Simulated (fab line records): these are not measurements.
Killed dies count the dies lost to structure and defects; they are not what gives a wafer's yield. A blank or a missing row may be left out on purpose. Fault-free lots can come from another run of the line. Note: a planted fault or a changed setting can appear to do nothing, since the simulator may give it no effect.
fab line records	flow nand-harc	part 1 of 2: steps 1 to 4 of 6
record lots=18	wafers=54	last-day=24
route steps=1159 shown A_CONTACT@914
lots with no fault: from the same line, run without faults
start-h: hours from the record's opening day to when the first of the lot's shown wafers began	wait-h: hours elapsed since this lot's preceding step	" identical to the entry in the row above	L1.1+2: several wafers, shown together as one row	- no value present, or no start provided	* or withheld: withheld	< > ~ a bound
route shown NAME@n: NAME is a module with steps in the file, n the number in the route of the first one	usual: mean/standard deviation of fault-free wafers	same: alike in all rows	chamber/n: place in a boat	sites: readings site by site	_std_site: standard deviation of those values	_edge_site: mean of outer sites minus mean of inner sites	radius-mm: how far each site lies from the wafer's centre	mask NAME#n: copy n	behind: tool/chamber where the wafer was last shaped	hold: reason for holding the lot/hours on hold/outcome of the hold	device: the n, p or np transistor that did not switch	end of line: the tests these same wafers got at the end of their route	a step given without rows: its recipe and nothing more	killed: dies that structure and defects cost at the first sort, which is not the same as the wafer's yield	map: a wafer's dies, marking killed ones x, the rest . and places with no die _
set.NAME: the run value of the setting; set.NAME@STEP: its run value at that earlier step	model.NAME: the simulator's own value behind a step, which no gauge read
steps of the route over a sample of lots; a table a step, a row a wafer
services: when a tool's chamber went out of use (start-h, in hours from the record's first day, below 0 if earlier), for how many hours, and the reason
## steps
# step NHARC_A_CONTACT_ETCH_91
# recipe target-depth-a=400	over-etch-frac=0.5	time-s=85.7	ion-energy-ev=120	ch3f-flow-sccm=50	o2-flow-sccm=30	ar-flow-sccm=200	rf-w=500	bias-w=100	chemistry=CH3F/O2
# usual ch3f-flow-sccm=49.99/0.15	drypump-motor-current-A=5.8/0.43	o2-flow-sccm=30.01/0.089	oes-product-au=0.936/0.023	rf-vpp-V=244.4/2	showerhead-plenum-p-Torr=2.46/0.13	throttle-valve-pct=20.663/0.008
# same time-s=85.7
lot.wafer	tool	chamber	start-h	wait-h	ch3f-flow-sccm	drypump-motor-current-A	o2-flow-sccm	oes-product-au	rf-hours-counter-h	rf-vpp-V	showerhead-plenum-p-Torr	throttle-valve-pct
L076.2	rie-diel-02	3	386.93	0.7	50.00	6.7	30.01	0.923	19	246.4	2.57	20.677
L076.5	"	0	"	"	50.12	5.4	29.98	0.919	-	244.5	2.54	20.665
L076.6	"	1	"	"	50.12	5.4	30.10	0.925	-	244.0	2.28	20.667
L078.4	rie-diel-03	0	389.08	0.4	50.12	5.7	29.82	0.923	57	244.8	2.47	20.662
L078.3	"	2	"	"	49.90	5.7	29.90	0.929	63	243.7	2.52	20.661
L078.6	"	1	"	"	49.93	5.3	29.83	0.917	-	242.8	2.35	20.662
L079.4	rie-diel-02	2	402.40	0.4	49.91	6.4	29.92	0.941	30	246.7	2.65	20.657
L079.3	"	3	"	"	50.09	6.7	30.14	0.930	28	245.3	2.57	20.650
L079.5	"	1	"	"	49.90	5.4	29.92	0.933	-	241.7	2.28	20.671
L075.3	rie-diel-03	0	404.87	0.4	49.75	5.6	30.07	0.923	2	244.6	2.47	20.669
L075.1	"	3	"	"	49.99	5.2	30.20	0.919	2	241.0	2.35	20.666
L075.6	"	0	"	"	49.72	5.7	30.03	0.930	-	244.5	2.47	20.661
L080.2	rie-diel-02	0	411.00	0.6	50.21	5.4	30.10	0.920	31	246.9	2.54	20.665
L080.5	"	3	"	"	49.86	6.7	30.04	0.923	-	245.1	2.57	20.682
L080.6	"	0	"	"	49.80	5.4	30.13	0.919	-	247.0	2.54	20.658
L083.4	rie-diel-12	0	433.61	0.5	49.89	6.1	30.03	0.915	9	240.6	2.28	20.654
L083.2	"	1	"	"	50.16	5.4	30.10	0.924	9	243.3	2.35	20.665
L083.6	"	3	"	"	50.24	5.9	29.63	0.933	-	246.4	2.53	20.660
L082.1	rie-diel-12	0	434.82	0.5	49.92	6.1	30.02	0.919	9	241.1	2.28	20.666
L082.4	"	2	"	"	50.14	6.0	30.21	0.939	8	246.9	2.62	20.660
L082.6	"	3	"	"	49.97	6.0	30.00	0.930	-	246.2	2.53	20.661
L084.1	rie-diel-12	2	456.13	0.7	50.06	6.0	30.05	0.938	11	245.6	2.62	20.679
L084.3	"	3	"	"	50.28	6.0	29.98	0.927	11	244.9	2.53	20.657
L084.2	"	1	"	"	49.90	5.4	30.01	0.916	12	243.2	2.35	20.659
L085.3	rie-diel-02	2	459.71	0.5	50.01	6.5	29.98	0.928	48	246.3	2.64	20.658
L085.6	"	0	"	"	49.94	5.4	29.87	0.920	-	245.4	2.53	20.671
L085.5	"	1	"	"	49.98	5.4	29.97	0.932	-	242.9	2.27	20.668
L087.3	rie-diel-12	1	460.26	0.5	49.79	5.4	29.88	0.922	13	240.9	2.35	20.667
L087.1	"	0	"	"	50.15	6.1	30.18	0.924	13	241.5	2.28	20.661
L087.5	"	2	"	"	49.64	6.0	29.99	0.939	-	247.2	2.61	20.669
L086.3	rie-diel-12	3	468.68	0.4	49.85	6.0	30.10	0.929	15	246.5	2.53	20.654
L086.1	"	2	"	"	50.17	6.0	30.05	0.942	14	245.8	2.61	20.665
L086.4	"	1	"	"	49.92	5.4	30.06	0.919	-	243.1	2.35	20.659
L090.1	rie-diel-12	3	477.29	0.5	49.91	5.9	29.95	0.945	17	243.8	2.53	20.665
L090.4	"	0	"	"	49.96	6.1	30.00	0.920	18	240.9	2.28	20.665
L090.5	"	0	"	"	49.99	6.1	30.12	0.924	-	242.2	2.28	20.653
L088.2	rie-diel-12	3	477.83	0.5	49.98	5.9	29.98	0.932	17	245.1	2.53	20.658
L088.1	"	0	"	"	50.29	6.1	29.97	0.922	18	242.5	2.28	20.673
L088.3	"	1	"	"	50.19	5.4	30.02	0.921	18	242.2	2.35	20.651
L089.4	rie-diel-02	2	478.80	0.4	49.96	6.5	30.00	0.923	55	247.9	2.64	20.665
L089.1	"	0	"	"	49.97	5.4	29.90	0.908	53	245.6	2.53	20.659
L089.5	"	3	"	"	50.20	6.7	29.91	0.929	-	245.9	2.56	20.662
L093.1	rie-diel-02	1	483.50	0.5	49.98	5.4	29.97	0.936	60	241.5	2.27	20.672
L093.3	"	3	"	"	50.14	6.7	30.10	0.933	53	246.9	2.56	20.663
L093.6	"	1	"	"	49.97	5.4	29.97	0.940	-	241.9	2.27	20.661
L094.1	rie-diel-02	3	496.44	0.7	50.06	6.7	30.04	0.935	55	245.0	2.56	20.667
L094.2	"	0	"	"	49.94	5.4	30.09	0.915	57	245.3	2.53	20.664
L094.4	"	2	"	"	50.08	6.5	30.09	0.939	59	246.6	2.64	20.661
L095.4	rie-diel-03	3	509.84	0.4	49.92	5.2	30.04	1.010	38	242.3	2.33	20.660
L095.1	"	1	"	"	49.90	5.3	30.01	0.998	40	243.4	2.34	20.679
L095.5	"	0	"	"	49.86	5.7	30.14	1.000	-	243.0	2.45	20.666
L097.2	rie-diel-12	2	512.22	0.5	49.97	6.0	29.97	0.935	22	247.4	2.61	20.669
L097.3	"	3	"	"	50.04	5.9	29.79	0.924	23	245.2	2.53	20.653
L097.6	"	2	"	"	49.93	6.0	29.99	0.936	-	245.7	2.61	20.639
# step NHARC_A_CONTACT_DESCUM_13
# recipe time-s=3	o2-flow-sccm=200	ar-flow-sccm=0	bias-power-w=0	chemistry=O2
# usual drypump-motor-current-A=5.7/0.42	o2-flow-sccm=200.0/0.61	oes-product-au=1.002/0.0096	rf-vpp-V=57.8/0.93	showerhead-plenum-p-Torr=1.90/0.099	throttle-valve-pct=11.312/0.0091
# same time-s=3
lot.wafer	tool	chamber	start-h	wait-h	drypump-motor-current-A	o2-flow-sccm	oes-product-au	rf-hours-counter-h	rf-vpp-V	showerhead-plenum-p-Torr	throttle-valve-pct
L076.2	rie-diel-12	2	390.34	0.1	6.0	200.3	1.015	0	58.0	2.04	11.320
L076.6	"	0	"	"	6.1	199.2	1.000	-	58.5	1.77	11.308
L076.5	"	1	"	"	5.4	199.7	1.012	-	58.1	1.83	11.312
L078.3	rie-diel-12	3	394.74	0.1	6.0	199.9	0.989	1	59.1	1.98	11.317
L078.4	"	1	"	"	5.4	200.4	0.997	2	57.6	1.83	11.327
L078.6	"	3	"	"	6.0	199.4	0.996	-	58.5	1.98	11.316
L079.4	rie-diel-12	0	405.90	0.1	6.1	199.4	0.992	4	57.1	1.77	11.313
L079.3	"	1	"	"	5.4	199.3	1.004	5	58.3	1.83	11.310
L079.5	"	1	"	"	5.4	199.6	0.994	-	59.7	1.83	11.326
L075.1	rie-diel-12	2	408.23	0.1	6.0	200.6	1.021	5	58.5	2.04	11.321
L075.3	"	3	"	"	5.9	200.6	1.005	4	58.3	1.98	11.313
L075.6	"	2	"	"	6.0	200.0	1.015	-	55.6	2.04	11.305
L080.2	rie-diel-12	3	416.94	0.1	6.0	201.1	0.995	5	57.9	1.97	11.300
L080.5	"	0	"	"	6.1	200.6	0.996	-	59.1	1.77	11.311
L080.6	"	1	"	"	5.4	200.6	0.998	-	55.2	1.83	11.324
L083.2	rie-diel-03	1	437.01	0.1	5.3	199.1	1.010	14	57.9	1.82	11.298
L083.4	"	0	"	"	5.7	200.4	1.013	16	57.0	1.91	11.302
L083.6	"	2	"	"	5.8	200.0	1.001	-	57.6	1.96	11.315
L082.4	rie-diel-02	1	438.23	0.1	5.4	201.5	1.008	43	58.0	1.76	11.311
L082.1	"	3	"	"	6.7	199.7	1.013	38	59.7	2.00	11.326
L082.6	"	2	"	"	6.4	200.0	1.007	-	58.7	2.06	11.295
L084.3	rie-diel-03	2	460.31	0.1	5.7	198.6	0.999	22	56.7	1.96	11.292
L084.2	"	3	"	"	5.2	199.8	1.007	21	57.9	1.82	11.316
L084.1	"	0	"	"	5.7	199.8	1.007	22	58.1	1.91	11.322
L085.3	rie-diel-02	1	463.67	0.1	5.4	200.6	1.007	49	57.2	1.76	11.314
L085.6	"	3	"	"	6.7	200.0	1.005	-	57.7	2.00	11.311
L085.5	"	0	"	"	5.4	200.7	0.992	-	58.3	1.97	11.324
L087.1	rie-diel-03	0	463.98	0.1	5.7	199.7	1.010	23	58.4	1.91	11.318
L087.3	"	2	"	"	5.8	199.4	1.004	22	56.7	1.96	11.311
L087.5	"	0	"	"	5.7	199.7	1.004	-	57.7	1.91	11.311
L086.1	rie-diel-12	1	472.23	0.1	5.4	200.6	0.996	16	57.9	1.83	11.317
L086.3	"	2	"	"	6.0	201.4	1.018	15	57.7	2.04	11.313
L086.4	"	3	"	"	6.0	199.1	1.006	15	59.4	1.97	11.317
L090.1	rie-diel-03	0	480.66	0.1	5.7	199.6	1.007	31	58.3	1.91	11.323
L090.4	"	1	"	"	5.3	199.6	1.004	30	56.8	1.82	11.312
L090.5	"	0	"	"	5.7	199.8	1.012	-	56.5	1.91	11.307
L088.2	rie-diel-03	1	481.91	0.1	5.3	199.5	0.991	30	57.8	1.82	11.307
L088.1	"	2	"	"	5.7	199.8	1.006	32	58.4	1.95	11.316
L088.3	"	3	"	"	5.2	199.6	1.005	31	57.8	1.81	11.304
L089.4	rie-diel-03	2	482.98	0.1	5.8	200.6	1.015	32	58.8	1.95	11.302
L089.1	"	0	"	"	5.7	200.0	1.007	32	57.0	1.91	11.308
L089.5	"	3	"	"	5.2	200.8	0.997	-	57.6	1.81	11.321
L093.3	rie-diel-03	0	493.16	0.1	5.7	199.0	1.016	34	57.3	1.91	11.318
L093.1	"	1	"	"	5.2	198.6	1.005	34	57.1	1.82	11.320
L093.6	"	1	"	"	5.3	199.1	0.995	-	58.5	1.82	11.308
L094.4	rie-diel-12	3	502.73	0.2	6.0	199.9	1.005	21	57.8	1.97	11.308
L094.1	"	0	"	"	6.1	199.6	0.986	22	57.1	1.77	11.328
L094.2	"	1	"	"	5.4	200.1	0.984	22	56.3	1.83	11.319
L095.4	rie-diel-02	0	514.16	0.1	5.4	200.2	0.984	0	56.3	1.97	11.310
L095.1	"	2	"	"	6.4	200.1	1.023	0	58.2	2.06	11.322
L095.5	"	1	"	"	5.4	199.6	0.997	-	58.5	2.08	11.326
L097.3	rie-diel-12	1	515.56	0.1	5.4	200.3	0.982	24	57.4	1.82	11.311
L097.2	"	0	"	"	6.1	199.9	0.979	24	56.9	1.77	11.322
L097.6	"	1	"	"	5.4	200.7	0.990	-	56.9	1.82	11.318
# step NHARC_A_CONTACT_ETCH_88
# recipe target-depth-a=390	over-etch-frac=0.3	time-s=65	ion-energy-ev=80	cf4-flow-sccm=150	ar-flow-sccm=0	rf-w=300	bias-w=100	chemistry=CF4
# usual drypump-motor-current-A=5.7/0.44	oes-product-au=1.003/0.0097	rf-vpp-V=151.2/1.4	showerhead-plenum-p-Torr=1.76/0.085	throttle-valve-pct=13.283/0.0093
# same time-s=65
lot.wafer	tool	chamber	start-h	wait-h	drypump-motor-current-A	oes-product-au	rf-hours-counter-h	rf-vpp-V	showerhead-plenum-p-Torr	throttle-valve-pct
L076.2	rie-diel-12	1	390.41	0.1	5.4	1.002	0	150.1	1.70	13.281
L076.5	"	0	"	"	6.1	0.995	-	148.7	1.65	13.295
L076.6	"	1	"	"	5.4	1.001	-	151.7	1.70	13.270
L078.4	rie-diel-12	3	394.84	0.1	6.0	0.999	1	152.4	1.82	13.282
L078.3	"	1	"	"	5.4	1.000	2	151.1	1.70	13.299
L078.6	"	2	"	"	6.0	1.009	-	153.1	1.88	13.282
L079.3	rie-diel-12	3	405.99	0.1	5.9	1.006	4	150.9	1.82	13.284
L079.4	"	0	"	"	6.1	0.998	4	149.9	1.65	13.300
L079.5	"	2	"	"	5.9	1.020	-	152.7	1.88	13.262
L075.3	rie-diel-12	2	408.32	0.1	6.0	1.029	5	154.3	1.88	13.279
L075.1	"	3	"	"	6.0	1.008	4	151.2	1.82	13.277
L075.6	"	1	"	"	5.4	1.004	-	150.4	1.70	13.279
L080.2	rie-diel-12	3	417.00	0.1	6.0	0.997	5	151.5	1.82	13.271
L080.6	"	3	"	"	6.0	1.000	-	150.6	1.82	13.271
L080.5	"	0	"	"	6.1	0.995	-	149.2	1.65	13.298
L083.2	rie-diel-03	0	437.11	0.1	5.7	1.006	16	151.4	1.77	13.274
L083.4	"	2	"	"	5.8	1.008	13	152.5	1.81	13.289
L083.6	"	3	"	"	5.2	1.000	-	150.6	1.69	13.284
L082.1	rie-diel-02	2	438.32	0.1	6.4	0.997	41	152.2	1.90	13.275
L082.4	"	0	"	"	5.4	0.985	39	151.6	1.82	13.290
L082.6	"	2	"	"	6.4	0.999	-	153.8	1.90	13.269
L084.3	rie-diel-03	2	460.38	0.1	5.8	1.002	22	151.4	1.81	13.296
L084.2	"	0	"	"	5.7	1.015	22	150.8	1.77	13.282
L084.1	"	1	"	"	5.2	0.995	22	149.4	1.69	13.289
L085.3	rie-diel-02	0	463.78	0.1	5.4	1.005	45	151.4	1.82	13.268
L085.5	"	3	"	"	6.7	1.013	-	153.8	1.84	13.283
L085.6	"	1	"	"	5.4	1.000	-	150.5	1.64	13.307
L087.1	rie-diel-03	3	464.07	0.1	5.2	1.008	21	150.2	1.69	13.286
L087.3	"	0	"	"	5.7	1.008	23	151.6	1.77	13.282
L087.5	"	3	"	"	5.2	1.008	-	150.5	1.69	13.286
L086.3	rie-diel-12	3	472.34	0.1	5.9	1.011	15	151.3	1.82	13.284
L086.1	"	0	"	"	6.1	0.989	16	149.9	1.64	13.294
L086.4	"	2	"	"	5.9	1.028	15	153.3	1.88	13.286
L090.1	rie-diel-03	2	480.75	0.1	5.7	1.019	32	151.0	1.80	13.305
L090.4	"	3	"	"	5.2	1.013	31	149.7	1.68	13.281
L090.5	"	0	"	"	5.7	1.012	-	152.7	1.77	13.287
L088.1	rie-diel-03	0	482.00	0.1	5.7	1.009	31	150.1	1.77	13.285
L088.2	"	1	"	"	5.3	1.006	30	150.0	1.69	13.281
L088.3	"	2	"	"	5.8	1.011	32	151.7	1.80	13.296
L089.4	rie-diel-03	2	483.06	0.1	5.8	1.018	32	152.7	1.80	13.288
L089.1	"	1	"	"	5.3	1.013	31	150.0	1.69	13.279
L089.5	"	3	"	"	5.2	1.003	-	149.9	1.68	13.287
L093.1	rie-diel-03	3	493.24	0.1	5.2	0.999	33	149.6	1.68	13.286
L093.3	"	0	"	"	5.7	0.998	34	150.6	1.77	13.290
L093.6	"	3	"	"	5.2	1.009	-	149.9	1.68	13.268
L094.4	rie-diel-12	0	502.81	0.1	6.1	0.980	22	148.8	1.64	13.284
L094.2	"	1	"	"	5.4	0.986	22	150.5	1.69	13.281
L094.1	"	3	"	"	5.9	1.000	21	152.1	1.82	13.275
L095.1	rie-diel-02	0	514.30	0.1	5.4	0.984	0	152.8	1.82	13.263
L095.4	"	1	"	"	5.4	1.003	0	153.6	1.91	13.281
L095.5	"	2	"	"	6.4	1.018	-	152.1	1.89	13.263
L097.3	rie-diel-12	2	515.65	0.1	6.0	1.010	23	153.6	1.87	13.292
L097.2	"	3	"	"	5.9	1.014	23	153.3	1.82	13.283
L097.6	"	1	"	"	5.4	0.988	-	150.8	1.69	13.270
# step NHARC_A_CONTACT_ETCH_134
# recipe source-w=withheld	pressure-mtorr=20	bias-v=withheld	time-s=140	target-depth-a=7000	ar-flow-sccm=withheld	c4f8-flow-sccm=withheld	o2-flow-sccm=withheld	chemistry=C4F8/O2/Ar
# same time-s=140
lot.wafer	tool	chamber	start-h	wait-h	rf-hours-counter-h
L076.2	har-cap-etch-02	1	391.34	-	13
L076.6	"	0	"	"	-
L076.5	"	1	"	"	-
L078.4	har-cap-etch-01	0	395.84	-	-
L078.3	"	1	"	"	-
L078.6	"	0	"	"	-
L079.3	har-cap-etch-02	0	406.99	-	-
L079.4	"	1	"	"	-
L079.5	"	0	"	"	-
L075.1	har-cap-etch-01	1	409.21	-	68
L075.3	"	1	"	"	-
L075.6	"	0	"	"	-
L080.2	har-cap-etch-02	0	417.93	-	17
L080.6	"	1	"	"	-
L080.5	"	0	"	"	-
L083.2	har-cap-etch-03	0	438.00	-	92
L083.4	"	1	"	"	-
L083.6	"	0	"	"	-
L082.1	har-cap-etch-02	0	439.37	-	20
L082.4	"	1	"	"	-
L082.6	"	0	"	"	-
L084.2	har-cap-etch-02	1	461.29	-	24
L084.1	"	0	"	"	24
L084.3	"	0	"	"	-
L085.3	har-cap-etch-03	0	464.95	-	-
L085.6	"	1	"	"	-
L085.5	"	0	"	"	-
L087.1	har-cap-etch-02	0	464.97	-	24
L087.3	"	0	"	"	-
L087.5	"	0	"	"	-
L086.1	har-cap-etch-01	0	474.15	-	80
L086.3	"	0	"	"	-
L086.4	"	1	"	"	-
L090.1	har-cap-etch-03	0	481.74	-	103
L090.4	"	1	"	"	-
L090.5	"	1	"	"	-
L088.2	har-cap-etch-01	0	482.90	-	83
L088.1	"	1	"	"	83
L088.3	"	1	"	"	-
L089.1	har-cap-etch-03	0	484.01	-	103
L089.4	"	1	"	"	-
L089.5	"	0	"	"	-
L093.1	har-cap-etch-03	1	494.15	-	104
L093.3	"	1	"	"	-
L093.6	"	0	"	"	-
L094.2	har-cap-etch-02	0	503.71	-	33
L094.1	"	1	"	"	33
L094.4	"	1	"	"	-
L095.1	har-cap-etch-02	1	515.28	-	35
L095.4	"	0	"	"	-
L095.5	"	0	"	"	-
L097.2	har-cap-etch-03	0	516.55	-	108
L097.3	"	1	"	"	-
L097.6	"	1	"	"	-
